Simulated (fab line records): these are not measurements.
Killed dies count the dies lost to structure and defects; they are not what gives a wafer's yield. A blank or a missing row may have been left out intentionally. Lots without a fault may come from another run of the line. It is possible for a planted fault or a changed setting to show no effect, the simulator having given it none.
fab line records	flow nand_harc	part 1 of 2: steps 1 to 25 of 35
record: lots: 5	wafers: 15	last_day: 24
route steps=1159 shown P_GATE@196 P_CONTACT@217
lots with no fault: from the same line, run without faults
start_h: hours from the record's opening day to when the first of the lot's shown wafers began	wait_h: hours elapsed since this lot's preceding step	" identical to the entry in the row above	L1.1+2: a row that stands for several wafers	- either no value or no given start	* or withheld: withheld	< > ~ a bound
route shown NAME@n: names a module that has steps shown in the file, with the first one's number in the route	usual: the fault-free wafers' mean and standard deviation	same: alike in all rows	chamber/n: place in a boat	sites: each site's reading	_std_site: how widely they spread, as a standard deviation	_edge_site: inner sites' mean taken away from outer sites' mean	radius_mm: for every site, how far away it sits from the centre of the wafer	mask NAME#n: copy n	behind: the last tool/chamber to shape the wafer	hold: reason for holding the lot/hours on hold/outcome of the hold	device: transistor that didn't switch, given as n, p or np	end of line: at the end of the route, the tests of the same wafers	step lacking rows: just its recipe	killed: at the first sort, the dies lost to defects and structure; wafer yield is something else	map: a wafer's dies, marking killed ones x, the rest . and places with no die _
set.NAME: setting as actually run; set.NAME@STEP: the setting as run at that earlier step	model.NAME: the simulator's own value behind a step, which no gauge read
lots at selected steps of the route; one table per step, one row per wafer
services: the hour from which a tool's chamber was out of use, counted from the record's first day as start_h (under 0 if before that day), plus the number of hours and why
== steps ==
step: NHARC_P_GATE_EBR_87
usual: chill_plate_temp_C: 23.03/0.1
lot.wafer	tool	chamber	start_h	wait_h	chill_plate_temp_C
L076.1	litho_track-05	0	-	-	22.96
L076.2	"	0	"	"	22.93
L076.3	"	0	"	"	22.90
L081.1	litho_track-05	0	-	-	23.11
L081.4	"	0	"	"	22.92
L081.5	"	0	"	"	22.91
L085.4	litho_track-02	0	-	-	22.92
L085.5	"	0	"	"	23.09
L085.6	"	0	"	"	22.93
L087.2	litho_track-02	0	-	-	23.00
L087.3	"	0	"	"	22.95
L087.5	"	0	"	"	23.09
L096.3	litho_track-02	0	-	-	22.96
L096.4	"	0	"	"	23.19
L096.5	"	0	"	"	23.01
step: NHARC_P_GATE_EXPOSE_88
recipe: na: 0.6	target_cd_nm: 2000	dose_mj: 11.87	mask_id: P_HVN
lot.wafer	tool	chamber	start_h	wait_h	mask
L076.1+2+3	krf_scanner-02	0	116.88	-	P_HVN#0
L081.1+4+5	krf_scanner-02	0	148.35	-	P_HVN#0
L085.4+5+6	krf_scanner-04	0	180.38	-	P_HVN#0
L087.2+3+5	krf_scanner-04	0	186.68	-	P_HVN#0
L096.3+4+5	krf_scanner-04	0	242.56	-	P_HVN#0
step: NHARC_P_GATE_PEB_89
recipe: peb_temp_c: 118	peb_time_s: 85
usual: chill_plate_temp_C: 22.98/0.11	heater_power_total_W: 163.96/0.28
lot.wafer	tool	chamber	start_h	wait_h	chill_plate_temp_C	heater_power_total_W
L076.1	litho_track-05	0	116.95	0.1	22.93	164.19
L076.2	"	0	"	"	23.08	164.05
L076.3	"	0	"	"	22.75	164.23
L081.1	litho_track-05	0	148.42	0.1	23.14	164.38
L081.4	"	0	"	"	23.07	164.42
L081.5	"	0	"	"	23.00	163.61
L085.4	litho_track-02	0	180.44	0.0	23.13	164.24
L085.5	"	0	"	"	23.14	164.11
L085.6	"	0	"	"	23.00	163.70
L087.2	litho_track-02	0	186.74	0.1	22.94	163.63
L087.3	"	0	"	"	22.71	164.35
L087.5	"	0	"	"	22.91	164.11
L096.3	litho_track-03	0	242.61	0.1	23.13	164.24
L096.4	"	0	"	"	22.90	163.71
L096.5	"	0	"	"	22.99	164.02
step: NHARC_P_GATE_DEVELOP_90
recipe: time_s: 70
usual: chill_plate_temp_C: 22.98/0.097
lot.wafer	tool	chamber	start_h	wait_h	chill_plate_temp_C
L076.1	litho_track-05	0	-	-	22.83
L076.2	"	0	"	"	22.95
L076.3	"	0	"	"	22.91
L081.1	litho_track-05	0	-	-	23.02
L081.4	"	0	"	"	22.88
L081.5	"	0	"	"	22.97
L085.4	litho_track-02	0	-	-	23.17
L085.5	"	0	"	"	23.22
L085.6	"	0	"	"	23.08
L087.2	litho_track-02	0	-	-	23.09
L087.3	"	0	"	"	22.91
L087.5	"	0	"	"	22.88
L096.3	litho_track-03	0	-	-	22.78
L096.4	"	0	"	"	22.90
L096.5	"	0	"	"	22.88
step: NHARC_P_GATE_CD_MEAS_91
recipe: target_cd_nm: 2000	landing_energy_ev: 500
usual: cd_nm: 1999.1/2.1
lot.wafer	tool	chamber	start_h	wait_h	cd_nm
L076.1	cd_sem-01	0	117.04	-	1999.4
L076.2	"	0	"	"	2002.6
L076.3	"	0	"	"	2001.8
L081.1	cd_sem-01	0	148.51	-	1997.2
L081.4	"	0	"	"	2001.8
L081.5	"	0	"	"	2001.8
L085.4	cd_sem-02	0	180.53	-	1999.9
L085.5	"	0	"	"	1997.3
L085.6	"	0	"	"	2002.9
L087.2	cd_sem-01	0	186.84	-	1997.3
L087.3	"	0	"	"	1996.1
L087.5	"	0	"	"	1997.9
L096.3	cd_sem-01	0	242.71	-	2001.9
L096.4	"	0	"	"	2000.3
L096.5	"	0	"	"	1999.0
step: NHARC_P_GATE_HARDBAKE_92
recipe: temp_c: 125	time_s: 80
usual: chill_plate_temp_C: 23.02/0.096	heater_power_total_W: 184.0/0.74
lot.wafer	tool	chamber	start_h	wait_h	chill_plate_temp_C	heater_power_total_W
L076.1	litho_track-05	0	117.12	-	23.09	183.4
L076.2	"	0	"	"	23.05	185.1
L076.3	"	0	"	"	22.95	183.6
L081.1	litho_track-02	0	148.59	-	23.01	184.8
L081.4	"	0	"	"	23.16	183.6
L081.5	"	0	"	"	22.86	183.4
L085.4	litho_track-02	0	180.61	-	23.02	183.1
L085.5	"	0	"	"	23.02	182.9
L085.6	"	0	"	"	22.91	183.3
L087.2	litho_track-03	0	186.92	-	22.96	184.9
L087.3	"	0	"	"	23.09	182.9
L087.5	"	0	"	"	22.97	184.8
L096.3	litho_track-03	0	242.79	-	22.94	182.9
L096.4	"	0	"	"	22.93	185.0
L096.5	"	0	"	"	22.98	182.9
step: NHARC_P_GATE_DESCUM_93
recipe: time_s: 3	o2_flow_sccm: 200	ar_flow_sccm: 0	bias_power_w: 0	chemistry: O2
usual: drypump_motor_current_A: 5.6/0.52	o2_flow_sccm: 200.1/0.61	oes_product_au: 1.007/0.012	rf_vpp_V: 58.0/0.8	showerhead_plenum_p_Torr: 1.94/0.071	throttle_valve_pct: 11.310/0.009
lot.wafer	tool	chamber	start_h	wait_h	drypump_motor_current_A	o2_flow_sccm	oes_product_au	rf_hours_counter_h	rf_vpp_V	showerhead_plenum_p_Torr	throttle_valve_pct
L076.3	rie_diel-07	2	117.21	-	6.6	200.1	1.027	20	55.8	1.90	11.305
L076.1	"	3	"	"	5.1	199.8	0.995	19	58.2	1.95	11.317
L076.2	"	1	"	"	4.9	199.8	1.004	23	58.4	1.97	11.318
L081.1	rie_diel-07	3	148.67	-	5.1	199.6	1.012	29	56.3	1.95	11.305
L081.4	"	1	"	"	4.9	198.7	1.006	33	57.1	1.97	11.302
L081.5	"	3	"	"	5.1	200.1	1.012	-	59.2	1.95	11.327
L085.6	rie_diel-04	0	180.73	-	6.0	201.6	1.030	-	59.1	1.90	11.311
L085.5	"	1	"	"	5.0	199.5	0.988	-	57.4	1.91	11.310
L085.4	"	3	"	"	5.4	199.7	1.003	-	56.7	2.02	11.301
L087.3	rie_diel-05	2	187.01	-	6.3	199.1	1.009	3	57.7	1.97	11.328
L087.2	"	3	"	"	6.3	199.0	1.000	4	57.3	1.88	11.307
L087.5	"	1	"	"	5.2	200.2	0.995	-	58.4	2.08	11.312
L096.3	rie_diel-07	0	242.88	-	5.1	199.5	0.997	1	58.9	2.08	11.310
L096.4	"	2	"	"	6.6	199.2	1.009	0	57.9	1.89	11.318
L096.5	"	3	"	"	5.1	199.6	0.997	-	58.6	1.94	11.326
step: NHARC_P_GATE_IMPLANT_94
recipe: energy_kev: 60	dose_cm2: 2e+15	tilt_deg: 7
usual: faraday_current_uA: 11973/530
lot.wafer	tool	chamber	start_h	wait_h	faraday_current_uA
L076.1	implanter-02	0	117.37	0.1	11581
L076.2	"	0	"	"	11600
L076.3	"	0	"	"	11217
L081.1	implanter-02	0	148.82	0.1	11700
L081.4	"	0	"	"	11510
L081.5	"	0	"	"	11806
L085.4	implanter-02	0	180.95	0.2	11734
L085.5	"	0	"	"	11274
L085.6	"	0	"	"	11690
L087.2	implanter-02	0	187.18	0.1	11505
L087.3	"	0	"	"	11299
L087.5	"	0	"	"	11554
L096.3	implanter-02	0	243.08	0.2	11347
L096.4	"	0	"	"	11736
L096.5	"	0	"	"	11354
step: NHARC_P_GATE_STRIP_113
recipe: power_w: 1500	temp_c: 110	time_s: 740	chemistry: N2/H2
usual: drypump_motor_current_A: 5.61/0.29	heater_power_w: 83/3.2
lot.wafer	tool	chamber	start_h	wait_h	drypump_motor_current_A	heater_power_w	rf_hours_counter_h
L076.1	plasma_asher-01	1	117.59	0.2	5.69	85	4
L076.2	"	0	"	"	5.17	82	4
L076.3	"	1	"	"	5.71	86	-
L081.1	plasma_asher-01	1	149.04	0.2	5.70	84	20
L081.4	"	1	"	"	5.70	86	-
L081.5	"	1	"	"	5.68	88	-
L085.4	plasma_asher-01	0	181.69	0.7	5.18	81	-
L085.5	"	1	"	"	5.70	87	-
L085.6	"	0	"	"	5.17	82	-
L087.2	plasma_asher-01	0	187.37	0.2	5.17	80	34
L087.3	"	1	"	"	5.69	87	-
L087.5	"	0	"	"	5.18	81	-
L096.4	plasma_asher-02	0	243.48	0.3	5.97	77	-
L096.3	"	1	"	"	5.66	83	-
L096.5	"	1	"	"	5.68	82	-
step: NHARC_P_GATE_STRIP_95
recipe: power_w: 1500	temp_c: 250	chemistry: O2
usual: drypump_motor_current_A: 5.61/0.29	heater_power_w: 308/11
lot.wafer	tool	chamber	start_h	wait_h	drypump_motor_current_A	heater_power_w	rf_hours_counter_h
L076.1	plasma_asher-01	1	118.31	0.6	5.70	319	5
L076.2	"	0	"	"	5.17	313	5
L076.3	"	1	"	"	5.72	324	-
L081.1	plasma_asher-01	1	149.74	0.6	5.71	319	20
L081.4	"	1	"	"	5.70	329	-
L081.5	"	1	"	"	5.70	323	-
L085.4	plasma_asher-01	0	182.08	0.3	5.13	304	-
L085.5	"	1	"	"	5.71	324	-
L085.6	"	0	"	"	5.17	302	-
L087.2	plasma_asher-01	0	188.09	0.6	5.14	304	35
L087.3	"	1	"	"	5.69	321	-
L087.5	"	0	"	"	5.17	311	-
L096.4	plasma_asher-02	0	243.98	0.4	5.98	285	-
L096.3	"	1	"	"	5.70	306	-
L096.5	"	1	"	"	5.69	306	-
step: NHARC_P_GATE_STRIP_96
recipe: time_s: 900	temp_c: 130	chemistry: SPM
usual: bath_guard_temp_C: 130.0/0.67
lot.wafer	tool	chamber	start_h	wait_h	bath_guard_temp_C
L076.2	wet_bench-04	4	118.55	0.2	129.5
L076.1	"	5	"	"	130.8
L076.3	"	6	"	"	129.8
L081.4	wet_bench-04	1	149.96	0.2	130.8
L081.5	"	2	"	"	128.9
L081.1	"	4	"	"	129.6
L085.4	wet_bench-04	0	182.28	0.2	129.6
L085.5	"	2	"	"	129.1
L085.6	"	3	"	"	130.2
L087.5	wet_bench-09	4	188.31	0.2	130.3
L087.3	"	6	"	"	128.8
L087.2	"	1	"	"	129.5
L096.4	wet_bench-04	2	244.17	0.2	128.9
L096.5	"	4	"	"	129.6
L096.3	"	6	"	"	129.4
step: NHARC_P_GATE_RTA_64
recipe: temp_c: 1050	time_s: 1
usual: lamp_power_pct: 34.3/1.3	lamp_zone_2_pct: 34.3/1.3	lamp_zone_7_pct: 34.7/1.3	wafer_temp_C_max: 1053.9/1.4
lot.wafer	tool	chamber	start_h	wait_h	lamp_power_pct	lamp_zone_2_pct	lamp_zone_7_pct	wafer_temp_C_max
L076.1	rtp_anneal-02	0	118.89	-	35.4	35.4	35.8	1053.1
L076.2	"	0	"	"	35.4	35.5	35.9	1052.5
L076.3	"	0	"	"	35.4	35.5	35.8	1052.8
L081.1	rtp_anneal-01	0	150.31	-	32.9	32.9	33.3	1054.2
L081.4	"	0	"	"	32.9	32.9	33.3	1054.1
L081.5	"	0	"	"	32.9	32.9	33.3	1054.6
L085.4	rtp_anneal-02	0	182.70	-	35.4	35.4	35.8	1054.0
L085.5	"	0	"	"	35.4	35.4	35.9	1052.7
L085.6	"	0	"	"	35.4	35.4	35.9	1052.7
L087.2	rtp_anneal-02	0	188.69	-	35.4	35.4	35.9	1054.3
L087.3	"	0	"	"	35.5	35.4	35.9	1052.8
L087.5	"	0	"	"	35.5	35.4	35.8	1052.1
L096.3	rtp_anneal-01	0	244.64	-	32.9	32.9	33.3	1056.4
L096.4	"	0	"	"	32.9	32.9	33.3	1054.7
L096.5	"	0	"	"	32.9	32.9	33.3	1056.0
step: NHARC_P_GATE_ETCH_77
recipe: target_depth_a: 60	chemistry: dHF	material: SiO2
lot.wafer	tool	chamber	start_h	wait_h
L076.2+3+1	wet_bench-03	6,7,0	119.09	0.1
L081.4+5+1	wet_bench-09	1,4,5	150.51	0.1
L085.5+6+4	wet_bench-04	5,7,0	182.83	0.1
L087.2+5+3	wet_bench-03	7,1,2	188.86	0.1
L096.5+4+3	wet_bench-03	0,1,2	244.79	0.1
step: NHARC_P_GATE_DEGAS_109
recipe: temp_c: 300	time_s: 60
usual: heater_power_w: 478/38
lot.wafer	tool	chamber	start_h	wait_h	heater_power_w
L076.2	pvd_sputter-02	-	119.19	0.1	492
L076.3	"	-	"	"	460
L076.1	"	-	"	"	468
L081.4	pvd_sputter-03	-	150.63	0.1	544
L081.1	"	-	"	"	532
L081.5	"	-	"	"	551
L085.4	pvd_sputter-03	-	182.92	0.1	513
L085.6	"	-	"	"	550
L085.5	"	-	"	"	508
L087.2	pvd_sputter-02	-	188.98	0.1	437
L087.3	"	-	"	"	486
L087.5	"	-	"	"	420
L096.3	pvd_sputter-01	-	244.89	0.1	421
L096.4	"	-	"	"	459
L096.5	"	-	"	"	436
step: NHARC_P_GATE_PRE_CLEAN_110
recipe: time_s: 30	bias_v: 200	gas: Ar
lot.wafer	tool	chamber	start_h	wait_h
L076.1+3+2	pvd_sputter-02	-	-	-
L081.1+4+5	pvd_sputter-03	-	-	-
L085.4+5+6	pvd_sputter-03	-	-	-
L087.3+2+5	pvd_sputter-02	-	-	-
L096.3+4+5	pvd_sputter-01	-	-	-
step: NHARC_P_GATE_SPUTTER_78
recipe: target_thk_a: 100	material: Ni
lot.wafer	tool	chamber	start_h	wait_h
L076.1+2+3	pvd_sputter-02	-	-	-
L081.4+1+5	pvd_sputter-03	-	-	-
L085.4+6+5	pvd_sputter-03	-	-	-
L087.3+2+5	pvd_sputter-02	-	-	-
L096.3+4+5	pvd_sputter-01	-	-	-
step: NHARC_P_GATE_SPUTTER_79
recipe: target_thk_a: 100	material: TiN
lot.wafer	tool	chamber	start_h	wait_h
L076.1+3+2	pvd_sputter-02	-	-	-
L081.4+1+5	pvd_sputter-03	-	-	-
L085.4+6+5	pvd_sputter-03	-	-	-
L087.2+3+5	pvd_sputter-02	-	-	-
L096.4+3+5	pvd_sputter-01	-	-	-
step: NHARC_P_GATE_RTA_80
recipe: temp_c: 300	time_s: 30
usual: lamp_power_pct: 2.03/0.075	lamp_zone_2_pct: 2.03/0.075	lamp_zone_7_pct: 2.13/0.079	wafer_temp_C_max: 301.1/0.45
lot.wafer	tool	chamber	start_h	wait_h	lamp_power_pct	lamp_zone_2_pct	lamp_zone_7_pct	wafer_temp_C_max
L076.1	rtp_anneal-01	0	119.48	-	1.97	1.96	2.06	301.2
L076.2	"	0	"	"	1.97	1.96	2.06	301.5
L076.3	"	0	"	"	1.96	1.96	2.06	301.0
L081.1	rtp_anneal-02	0	150.92	-	2.11	2.11	2.21	301.1
L081.4	"	0	"	"	2.11	2.11	2.21	300.5
L081.5	"	0	"	"	2.11	2.11	2.21	300.5
L085.4	rtp_anneal-01	0	183.46	-	1.96	1.96	2.06	301.3
L085.5	"	0	"	"	1.96	1.96	2.06	300.9
L085.6	"	0	"	"	1.96	1.96	2.06	301.1
L087.2	rtp_anneal-01	0	189.30	-	1.96	1.96	2.06	302.1
L087.3	"	0	"	"	1.96	1.96	2.06	301.6
L087.5	"	0	"	"	1.96	1.96	2.06	301.9
L096.3	rtp_anneal-02	0	245.25	-	2.11	2.11	2.21	300.9
L096.4	"	0	"	"	2.11	2.11	2.21	300.7
L096.5	"	0	"	"	2.11	2.11	2.21	300.8
step: NHARC_P_GATE_STRIP_67
recipe: time_s: 600	temp_c: 130	chemistry: SPM
usual: bath_guard_temp_C: 130.0/0.62
lot.wafer	tool	chamber	start_h	wait_h	bath_guard_temp_C
L076.2	wet_bench-03	7	119.69	0.1	130.3
L076.1	"	1	"	"	129.7
L076.3	"	2	"	"	130.7
L081.1	wet_bench-04	7	151.13	0.2	130.1
L081.4	"	2	"	"	129.2
L081.5	"	3	"	"	130.3
L085.4	wet_bench-04	2	183.59	0.1	129.0
L085.5	"	4	"	"	129.3
L085.6	"	5	"	"	130.8
L087.2	wet_bench-03	2	189.48	0.1	130.8
L087.5	"	4	"	"	130.5
L087.3	"	5	"	"	130.5
L096.5	wet_bench-03	7	245.39	0.1	130.4
L096.3	"	3	"	"	130.8
L096.4	"	4	"	"	130.5
step: NHARC_P_GATE_RTA_82
recipe: temp_c: 450	time_s: 30
usual: lamp_power_pct: 3.97/0.15	lamp_zone_2_pct: 3.97/0.15	lamp_zone_7_pct: 4.19/0.15	wafer_temp_C_max: 451.8/0.6
lot.wafer	tool	chamber	start_h	wait_h	lamp_power_pct	lamp_zone_2_pct	lamp_zone_7_pct	wafer_temp_C_max
L076.1	rtp_anneal-02	0	120.02	-	4.15	4.16	4.37	451.5
L076.2	"	0	"	"	4.15	4.15	4.37	451.0
L076.3	"	0	"	"	4.14	4.15	4.37	451.2
L081.1	rtp_anneal-01	0	151.38	-	3.85	3.86	4.06	452.0
L081.4	"	0	"	"	3.85	3.85	4.05	452.2
L081.5	"	0	"	"	3.85	3.85	4.06	452.0
L085.4	rtp_anneal-01	0	183.92	-	3.84	3.85	4.06	452.5
L085.5	"	0	"	"	3.85	3.85	4.06	452.7
L085.6	"	0	"	"	3.85	3.85	4.06	451.7
L087.2	rtp_anneal-02	0	189.76	-	4.16	4.15	4.37	451.2
L087.3	"	0	"	"	4.15	4.15	4.36	450.8
L087.5	"	0	"	"	4.15	4.15	4.38	451.2
L096.3	rtp_anneal-02	0	245.71	-	4.15	4.15	4.37	450.8
L096.4	"	0	"	"	4.15	4.15	4.37	451.0
L096.5	"	0	"	"	4.14	4.15	4.37	451.3
step: NHARC_P_GATE_INSPECT_68
usual: raw_defect_count: 192/62
lot.wafer	tool	chamber	start_h	wait_h	raw_defect_count
L076.1	defect_inspect-02	-	120.22	0.2	173
L076.2	"	-	"	"	352
L076.3	"	-	"	"	132
L081.1	defect_inspect-02	-	151.57	0.2	265
L081.4	"	-	"	"	264
L081.5	"	-	"	"	257
L085.4	defect_inspect-01	-	184.04	0.1	202
L085.5	"	-	"	"	186
L085.6	"	-	"	"	194
L087.2	defect_inspect-02	-	189.95	0.2	160
L087.3	"	-	"	"	174
L087.5	"	-	"	"	205
L096.3	defect_inspect-02	-	245.85	0.1	246
L096.4	"	-	"	"	170
L096.5	"	-	"	"	259
step: NHARC_P_CONTACT_DEP_30
recipe: target_thk_a: 300	temp_c: 400	target_thk_nm: 30	flow_sccm: 200	rf_w: 450	material: SiNx
usual: heater_power_outer_w: 432/65	heater_power_w: 725/100
lot.wafer	tool	chamber	start_h	wait_h	heater_power_outer_w	heater_power_w
L076.1	pecvd-01	2	120.29	0.1	419	696
L076.2	"	0	"	"	442	670
L076.3	"	1	"	"	411	740
L081.1	pecvd-01	2	151.68	0.1	427	707
L081.4	"	1	"	"	373	692
L081.5	"	0	"	"	349	546
L085.4	pecvd-01	0	184.28	0.2	450	682
L085.5	"	1	"	"	413	744
L085.6	"	0	"	"	457	677
L087.3	pecvd-01	2	190.02	0.1	430	696
L087.2	"	1	"	"	428	768
L087.5	"	1	"	"	426	750
L096.3	pecvd-04	1	245.92	0.1	486	847
L096.4	"	1	"	"	481	854
L096.5	"	2	"	"	385	660
step: NHARC_P_CONTACT_DEP_00
recipe: target_thk_a: 5000	temp_c: 400	pressure_torr: 6.5	rf_w: 900	teos_flow_sccm: 161.4	flow_sccm: 2650	target_thk_nm: 500	gas: O2	material: SiO2
usual: heater_power_outer_w: 310/70	heater_power_w: 561/110	mfc_precursor_sccm: 161.3/0.55	throttle_valve_pct: 16.1/0.38
lot.wafer	tool	chamber	start_h	wait_h	heater_power_outer_w	heater_power_w	mfc_precursor_sccm	throttle_valve_pct
L076.1	pecvd-01	2	-	-	295	507	160.6	16.0
L076.2	"	0	"	"	333	517	161.3	16.1
L076.3	"	1	"	"	295	584	161.9	15.9
L081.1	pecvd-01	2	-	-	242	464	161.9	15.9
L081.4	"	1	"	"	257	542	162.0	16.3
L081.5	"	0	"	"	234	388	161.0	16.6
L085.4	pecvd-01	0	184.65	0.3	270	439	160.2	16.5
L085.5	"	1	"	"	280	551	162.2	16.0
L085.6	"	0	"	"	294	469	161.3	16.8
L087.3	pecvd-01	2	-	-	315	547	161.9	15.9
L087.2	"	1	"	"	284	562	160.7	16.0
L087.5	"	1	"	"	302	595	160.7	16.0
L096.3	pecvd-04	1	-	-	352	703	160.9	15.8
L096.4	"	1	"	"	245	549	162.1	16.0
L096.5	"	2	"	"	273	515	161.4	16.3
step: NHARC_P_CONTACT_CMP_01
recipe: target_thk_nm: 200	material: SiO2
usual: motor_current_A: 11.8/1.2
lot.wafer	tool	chamber	start_h	wait_h	motor_current_A
L076.3	cmp-02	0	121.00	-	11.0
L076.1	"	1	"	"	11.4
L076.2	"	2	"	"	9.7
L081.1	cmp-03	2	152.41	-	14.0
L081.4	"	3	"	"	12.1
L081.5	"	0	"	"	11.6
L085.4	cmp-03	0	185.09	0.4	11.3
L085.5	"	3	"	"	12.1
L085.6	"	0	"	"	11.9
L087.3	cmp-02	0	190.73	-	11.3
L087.2	"	3	"	"	11.4
L087.5	"	1	"	"	11.7
L096.4	cmp-03	2	246.66	-	13.5
L096.3	"	3	"	"	11.9
L096.5	"	1	"	"	14.5
step: NHARC_P_CONTACT_SRD_03
lot.wafer	tool	chamber	start_h	wait_h
L076.1+2+3	wet_bench-07	0,2,4	121.30	0.0
L081.4+5+1	wet_bench-07	7,2,3	152.66	0.0
L085.5+4+6	wet_bench-07	4,6,1	185.36	0.0
L087.3+2+5	wet_bench-05	1,2,5	191.03	0.0
L096.3+5+4	wet_bench-06	0,1,3	246.93	0.0
